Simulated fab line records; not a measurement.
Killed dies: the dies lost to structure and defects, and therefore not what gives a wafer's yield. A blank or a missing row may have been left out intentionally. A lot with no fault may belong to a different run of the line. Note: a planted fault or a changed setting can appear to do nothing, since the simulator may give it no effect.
fab line records    flow n5Finfet
record: lots: 6  wafers: 17  lastDay: 18
route steps=1938 shown BEOL_M10@1474 PASSIVATION@1936
lots that met no fault: taken from a fault-free run of the same line
startH: hours from the record's first day to the start of the lot's first wafer shown    waitH: how many hours have passed since the lot's step before this one    " same as the row above    L1.1+2: one row covering several wafers at once    - no value present, or no start provided    * or withheld: withheld    < > ~ a bound
route shown NAME@n: names a module that has steps shown in the file, with the first one's number in the route    usual: the fault-free wafers' mean and standard deviation    same: alike in all rows    chamber/n: place in a boat    sites: per-site readings    _std_site: how widely they spread, as a standard deviation    _edge_site: inner sites' mean taken away from outer sites' mean    radiusMm: how far each site lies from the wafer's centre    mask NAME#n: copy n    behind: the last tool/chamber to shape the wafer    hold: what put the lot on hold/how long, in hours/how the hold closed    device: which transistor (n, p or np) failed to switch    end of line: tests run on the same wafers once the route is complete    a step with no rows: only its recipe    killed: at the first sort, the dies lost to defects and structure; wafer yield is something else    map: the dies of a wafer, with x for killed, . for not killed, _ for no die there
set.NAME: the setting that was run; set.NAME@STEP: the one run at that earlier step    model.NAME: the simulator's own value behind a step, which no gauge read
lots at selected steps of the route; one table per step, one row per wafer
services: a tool's chamber out of use, with start hour (startH, from the record's first day; less than 0 if before it), hours out, and reason
== steps ==
step: N5_BEOL_M10_HM_DEP_02
recipe: material: TiN  targetThkA: 200  tempC: 25  chamberPressurePa: 0.49996
usual: throttleValvePct: 29.4/0.79
lot.wafer  tool           chamber  startH  waitH  throttleValvePct
L909.2     pvdSputter-02  -        235.23  0.1    29.3
L909.4     "              -        "       "      30.6
L909.6     "              -        "       "      28.1
L916.3     pvdSputter-03  -        275.71  0.6    29.7
L916.4     "              -        "       "      29.2
L916.6     "              -        "       "      29.2
L919.2     pvdSputter-03  -        320.18  1.3    29.1
L919.5     "              -        "       "      29.8
L919.6     "              -        "       "      30.1
L922.2     pvdSputter-02  -        331.34  0.5    29.1
L922.5     "              -        "       "      30.7
L924.2     pvdSputter-01  -        346.52  0.0    30.8
L924.3     "              -        "       "      29.8
L924.6     "              -        "       "      30.6
L930.1     pvdSputter-03  -        380.64  0.3    28.6
L930.3     "              -        "       "      29.2
L930.5     "              -        "       "      29.9
step: N5_BEOL_M10_COAT_59
recipe: resist: SOC  tempC: 250  timeS: 60  spinRpm: 1500  resistThkNm: 100
step: N5_BEOL_M10_COAT_60
recipe: resist: SiARC  tempC: 220  timeS: 60  spinRpm: 1500  resistThkNm: 30
step: N5_BEOL_M10_COAT_05
recipe: resist: CAR-ArF  spinRpm: 1500  resistThkNm: 90
step: N5_BEOL_M10_EBR_07
recipe: solvent: PGMEA  ebrWidthMm: 1.5
step: N5_BEOL_M10_SOFTBAKE_06
recipe: tempC: 110  timeS: 60  resist: CAR-ArF
step: N5_BEOL_M10_EXPOSE_08
recipe: maskId: M10  na: 1.35  sourceShape: dipole  sigmaInner: 0.411  sigmaOuter: 0.611  polarization: te  doseMj: 53.75
step: N5_BEOL_M10_PEB_09
recipe: pebTempC: withheld  pebTimeS: 60  resist: CAR-ArF
step: N5_BEOL_M10_DEVELOP_10
recipe: developTimeS: 30  developer: TMAH  resist: CAR-ArF  rinseLiquid: diw  dry: airSpin  devTempC: 23
step: N5_BEOL_M10_CD_MEAS_11
recipe: targetCdNm: 64.1  landingEnergyEv: 500  detector: seInlens  polarity: opening
usual: cdNm: 64.1/0.52
lot.wafer  tool      chamber  startH  waitH  cdNm
L909.2     cdSem-02  0        235.73  -      64.8
L909.4     "         0        "       "      63.4
L909.6     "         0        "       "      64.2
L916.3     cdSem-03  0        276.08  -      64.4
L916.4     "         0        "       "      64.4
L916.6     "         0        "       "      64.5
L919.2     cdSem-02  0        320.68  -      64.4
L919.5     "         0        "       "      64.3
L919.6     "         0        "       "      65.0
L922.2     cdSem-03  0        331.84  -      64.0
L922.5     "         0        "       "      63.5
L924.2     cdSem-02  0        347.02  -      64.1
L924.3     "         0        "       "      64.4
L924.6     "         0        "       "      64.0
L930.1     cdSem-02  0        381.01  -      63.7
L930.3     "         0        "       "      63.8
L930.5     "         0        "       "      63.7
step: N5_BEOL_M10_OVL_MEAS_12
recipe: pointsPerWafer: 44
usual: M10_OVL: -0.1/0.8
lot.wafer  tool        chamber  startH  waitH  M10_OVL[nm]
L909.2     overlay-02  0        235.76  0.0    -1.1
L909.4     "           0        "       "      -1.6
L909.6     "           0        "       "      -0.6
L916.3     overlay-01  0        276.12  0.0    0.1
L916.4     "           0        "       "      -0.1
L916.6     "           0        "       "      0.2
L919.2     overlay-01  0        320.71  0.0    0.6
L919.5     "           0        "       "      1.0
L919.6     "           0        "       "      0.4
L922.2     overlay-01  0        331.87  0.0    0.6
L922.5     "           0        "       "      0.1
L924.2     overlay-01  0        347.04  0.0    -0.5
L924.3     "           0        "       "      -1.2
L924.6     "           0        "       "      -1.0
L930.1     overlay-01  0        381.04  0.0    0.3
L930.3     "           0        "       "      2.0
L930.5     "           0        "       "      0.6
step: N5_BEOL_M10_INSPECT_13
recipe: mode: adi  inspectInstrument: brightfield
usual: rawDefectCount: 437/96
lot.wafer  tool              chamber  startH  waitH  rawDefectCount
L909.2     defectInspect-01  -        235.78  0.0    392
L909.4     "                 -        "       "      346
L909.6     "                 -        "       "      359
L916.3     defectInspect-02  -        276.15  0.0    421
L916.4     "                 -        "       "      422
L916.6     "                 -        "       "      372
L919.2     defectInspect-02  -        320.73  0.0    534
L919.5     "                 -        "       "      549
L919.6     "                 -        "       "      664
L922.2     defectInspect-01  -        331.89  0.0    454
L922.5     "                 -        "       "      361
L924.2     defectInspect-02  -        347.07  0.0    347
L924.3     "                 -        "       "      396
L924.6     "                 -        "       "      428
L930.1     defectInspect-02  -        381.07  0.0    592
L930.3     "                 -        "       "      602
L930.5     "                 -        "       "      472
step: N5_BEOL_M10_DESCUM_16
recipe: chemistry: O2  timeS: 7.9  sourcePowerW: 50  biasPowerW: 20  pressureMtorr: 20  rfFrequencyHz: 2.712e+07  tempC: 40  resist: CAR-ArF  o2FlowSccm: 225
usual: drypumpMotorCurrentA: 5.8/0.42  oesProductAu: 0.78/0.065  rfVppV: 243.1/1.3  showerheadPlenumPTorr: 2.09/0.065  throttleValvePct: 20.52/0.3
lot.wafer  tool        chamber  startH  waitH  drypumpMotorCurrentA  oesProductAu  rfHoursCounterH  rfVppV  showerheadPlenumPTorr  throttleValvePct  model.CAR-ArF_of_BEOL_M10_COAT_05.thkNm
L909.2     rieDiel-03  0        235.82  0.0    6.0                   0.70          241              243.4   2.16                   20.80             83.4
L909.4     "           2        "       "      5.6                   0.78          124              244.3   2.20                   20.63             83.2
L909.6     "           0        "       "      6.0                   0.69          -                242.7   2.16                   20.81             83
L916.3     rieDiel-01  3        276.18  0.0    6.1                   0.86          39               240.7   2.03                   19.96             83.8
L916.4     "           2        "       "      5.8                   0.70          221              244.7   2.16                   20.71             83.8
L916.6     "           1        "       "      5.5                   0.79          -                243.5   2.10                   20.14             84
L919.2     rieDiel-06  2        320.77  0.0    6.8                   0.70          231              242.0   2.06                   20.96             83.4
L919.5     "           1        "       "      5.8                   0.77          -                241.6   2.01                   20.74             83.4
L919.6     "           2        "       "      6.9                   0.70          -                244.6   2.06                   20.94             83.8
L922.2     rieDiel-01  0        331.93  0.0    5.5                   0.82          85               241.7   2.02                   20.74             84.6
L922.5     "           1        "       "      5.5                   0.77          -                243.0   2.10                   20.18             82.8
L924.2     rieDiel-01  3        347.22  0.1    6.1                   0.82          63               242.4   2.03                   20.00             85.4
L924.3     "           1        "       "      5.5                   0.76          166              244.6   2.09                   20.20             84.8
L924.6     "           0        "       "      5.5                   0.80          -                242.3   2.02                   20.74             83.4
L930.1     rieDiel-06  0        381.10  0.0    5.8                   0.71          210              240.7   2.08                   20.66             83.8
L930.3     "           1        "       "      5.8                   0.76          148              241.0   2.00                   20.78             83.8
L930.5     "           1        "       "      5.8                   0.76          -                240.8   2.00                   20.78             84
step: N5_BEOL_M10_ETCH_61
recipe: chemistry: CF4  target: SiARC  targetDepthA: 390  maskMaterial: CAR-ArF  timeS: 65  ionEnergyEv: 80  pressureMtorr: 40  sourceW: 545  biasW: 36  Ar_flow_sccm: 100  cf4FlowSccm: 100  ends: cleared
usual: drypumpMotorCurrentA: 5.8/0.42  etchRfOnTimeS: 64.8/0.87  oesProductAu: 0.67/0.055  rfVppV: 184.2/1.1  showerheadPlenumPTorr: 2.14/0.059  throttleValvePct: 15.70/0.3
lot.wafer  tool        chamber  startH  waitH  drypumpMotorCurrentA  etchRfOnTimeS  oesProductAu  rfHoursCounterH  rfVppV  showerheadPlenumPTorr  throttleValvePct  model.CAR-ArF_of_BEOL_M10_COAT_05.thkNm
L909.2     rieDiel-03  0        235.85  0.0    6.0                   65.3           0.59          241              185.1   2.20                   15.99             55.4
L909.4     "           2        "       "      5.7                   65.0           0.68          124              185.4   2.23                   15.77             55.2
L909.6     "           0        "       "      6.0                   65.2           0.60          -                185.3   2.20                   16.01             55
L916.3     rieDiel-01  3        276.21  0.0    6.1                   64.0           0.74          39               184.1   2.09                   15.21             56
L916.4     "           2        "       "      5.9                   65.2           0.60          221              185.2   2.21                   15.87             55.8
L916.6     "           1        "       "      5.6                   63.9           0.67          -                183.9   2.15                   15.34             56
L919.2     rieDiel-06  2        320.80  0.0    6.8                   65.5           0.60          231              182.6   2.12                   16.19             55.4
L919.5     "           1        "       "      5.8                   63.5           0.67          -                181.5   2.07                   15.91             55.6
L919.6     "           2        "       "      6.8                   65.5           0.60          -                182.9   2.12                   16.20             55.8
L922.2     rieDiel-01  0        331.96  0.0    5.4                   64.8           0.69          85               183.0   2.09                   15.92             56.6
L922.5     "           1        "       "      5.5                   63.4           0.66          -                184.4   2.14                   15.36             54.8
L924.2     rieDiel-01  3        347.25  0.0    6.1                   64.7           0.70          63               183.1   2.08                   15.26             57.4
L924.3     "           1        "       "      5.5                   62.9           0.66          166              183.3   2.14                   15.37             56.8
L924.6     "           0        "       "      5.5                   65.2           0.69          -                183.3   2.08                   15.95             55.4
L930.1     rieDiel-06  0        381.14  0.0    5.7                   65.7           0.60          210              184.4   2.12                   15.85             55.8
L930.3     "           1        "       "      5.8                   64.9           0.65          148              182.9   2.06                   15.95             55.8
L930.5     "           1        "       "      5.8                   65.5           0.65          -                183.9   2.06                   15.96             55.8
step: N5_BEOL_M10_ETCH_62
recipe: chemistry: N2/H2  target: SOC  targetDepthA: 1100  overetchA: 220  maskMaterial: SiARC  tempC: 40  timeS: 165  ionEnergyEv: 200  pressureMtorr: 30  sourceW: 840  biasW: 150  n2FlowSccm: 200  h2FlowSccm: 200
usual: drypumpMotorCurrentA: 5.8/0.42  oesProductAu: 0.66/0.052  rfVppV: 523.7/2.2  showerheadPlenumPTorr: 2.54/0.074  throttleValvePct: 17.9/0.32
lot.wafer  tool        chamber  startH  waitH  drypumpMotorCurrentA  oesProductAu  rfHoursCounterH  rfVppV  showerheadPlenumPTorr  throttleValvePct
L909.2     rieDiel-03  0        235.90  0.0    6.0                   0.59          241              524.9   2.61                   18.2
L909.4     "           2        "       "      5.6                   0.67          124              526.4   2.66                   17.9
L909.6     "           0        "       "      6.0                   0.59          -                527.2   2.61                   18.2
L916.3     rieDiel-01  3        276.26  0.0    6.1                   0.72          39               522.4   2.48                   17.4
L916.4     "           2        "       "      5.9                   0.60          221              526.1   2.63                   18.2
L916.6     "           1        "       "      5.5                   0.67          -                522.8   2.55                   17.5
L919.2     rieDiel-06  2        320.85  0.0    6.8                   0.60          231              521.7   2.50                   18.2
L919.5     "           1        "       "      5.8                   0.67          -                520.4   2.44                   18.2
L919.6     "           2        "       "      6.9                   0.60          -                521.8   2.50                   18.2
L922.2     rieDiel-01  0        332.01  0.0    5.5                   0.69          85               520.8   2.47                   18.3
L922.5     "           1        "       "      5.5                   0.64          -                521.3   2.54                   17.5
L924.2     rieDiel-01  3        347.30  0.0    6.1                   0.70          63               522.0   2.47                   17.4
L924.3     "           1        "       "      5.6                   0.64          166              522.6   2.54                   17.5
L924.6     "           0        "       "      5.5                   0.69          -                521.8   2.47                   18.3
L930.1     rieDiel-06  0        381.19  0.0    5.8                   0.60          210              522.1   2.52                   18.0
L930.3     "           1        "       "      5.8                   0.64          148              521.4   2.43                   18.2
L930.5     "           1        "       "      5.8                   0.64          -                521.9   2.43                   18.2
step: N5_PASSIVATION_PROBE_49
usual: defectLimitedYield: 91.1/1.4  killed_at_M0_to_M3: 33/10  killed_at_M4_up: 15/5.8  killedAtContacts: 13/5.9  killedAtFrontEnd: 39/11  killedAtOther: 4/3.6  killedDies: 105/16  killedOpen: 68/11  killedShort: 34/7.8  sort_bin_5_function: 5.2/0.88  sort_bin_6_memory: 3.3/0.61  sortNPass: 1075/16  sortYieldPct: 91.1/1.4
same: grossDies: 1180  killedAtBackSide: 0  sort_bin_4_leakage[%]: 0  sort_bin_8_speed[%]: 0
lot.wafer  tool       chamber  startH  waitH  defectLimitedYield[%]  killed_at_M0_to_M3  killed_at_M4_up  killedAtContacts  killedAtFrontEnd  killedAtOther  killedDies  killedOpen  killedShort  sort_bin_5_function[%]  sort_bin_6_memory[%]  sortNPass  sortYieldPct[%]
L922.2     prober-02  -        385.75  0.1    91.4                   34                  13               24                30                1              102         62          38           5.3                     3.1                   1078       91.4
L922.5     prober-02  -        385.90  0.2    91.3                   45                  17               15                26                0              103         67          36           5.3                     3.3                   1077       91.3
killed by level:class
L922.2 MOL_CONTACT_COAG:geometricParticle:open=22 BEOL_M0_SAQP:geometricParticle:short=9 GATE_CUT:geometricParticle:short=8 BEOL_M0_SAQP:geometricParticle:open=6 BEOL_M1:geometricParticle:open=6 BEOL_M2:geometricParticle:open=6 STARTING-WAFER:geometricParticle:short=5 STI_FIN_REVEAL:geometricParticle:open=4
L922.5 BEOL_M0_SAQP:geometricParticle:short=15 MOL_CONTACT_COAG:geometricParticle:open=15 BEOL_M0_SAQP:geometricParticle:open=10 BEOL_M2:geometricParticle:open=9 STI_FIN_REVEAL:geometricParticle:open=8 GATE_CUT:geometricParticle:short=4 BEOL_M8:geometricParticle:open=4 DUMMY_GATE:geometricParticle:open=3
== services ==
tool        chamber  startH  hours  kind
rieDiel-01  1        247.05  2.6    repair
rieDiel-03  3        247.54  9.3    repair
rieDiel-03  0        259.40  -      clean
rieDiel-03  0        259.40  -      consumableReplace:focusRing
rieDiel-03  0        259.40  20.5   scheduledDown
rieDiel-03  0        259.40  20.5   ventCycle
rieDiel-03  -        267.25  1.6    repair
rieDiel-03  3        279.88  -      clean
rieDiel-03  3        279.88  -      consumableReplace:focusRing
rieDiel-03  3        279.88  -      consumableReplace:showerhead
rieDiel-03  3        279.88  20.9   scheduledDown
rieDiel-03  3        279.88  20.9   ventCycle
rieDiel-03  2        330.71  4.4    repair
rieDiel-01  2        357.51  -      clean
rieDiel-01  2        357.51  -      consumableReplace:focusRing
rieDiel-01  2        357.51  16.1   scheduledDown
rieDiel-01  2        357.51  16.1   ventCycle
rieDiel-06  -        370.27  2.8    pm
rieDiel-06  2        379.23  -      clean
rieDiel-06  2        379.23  -      consumableReplace:esc
rieDiel-06  2        379.23  -      consumableReplace:focusRing
rieDiel-06  2        379.23  23.6   scheduledDown
rieDiel-06  2        379.23  23.6   ventCycle
== key ==
firstSign none at tools or gauges
modelEffect: step: N5_BEOL_M10_DESCUM_16  value: CAR-ArF_of_BEOL_M10_COAT_05.thkNm  without: 83.33  struck: 84.93
modelEffect: step: N5_BEOL_M10_ETCH_61  value: CAR-ArF_of_BEOL_M10_COAT_05.thkNm  without: 55.33  struck: 56.93
metAt N5_BEOL_M10_DESCUM_16
struckWafers L922.2,L924.2,L924.3
onsetBetween 276.18 331.93
fault: kind: processParameterDrift  tool: rieDiel-01  chamber: -  onsetH: 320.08  steps: N5_BEOL_M10_DESCUM_16  channel: timeS  offset: *  shape: step  endH: 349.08  scope: struckWafersOnly  actsIn: *  stated: *
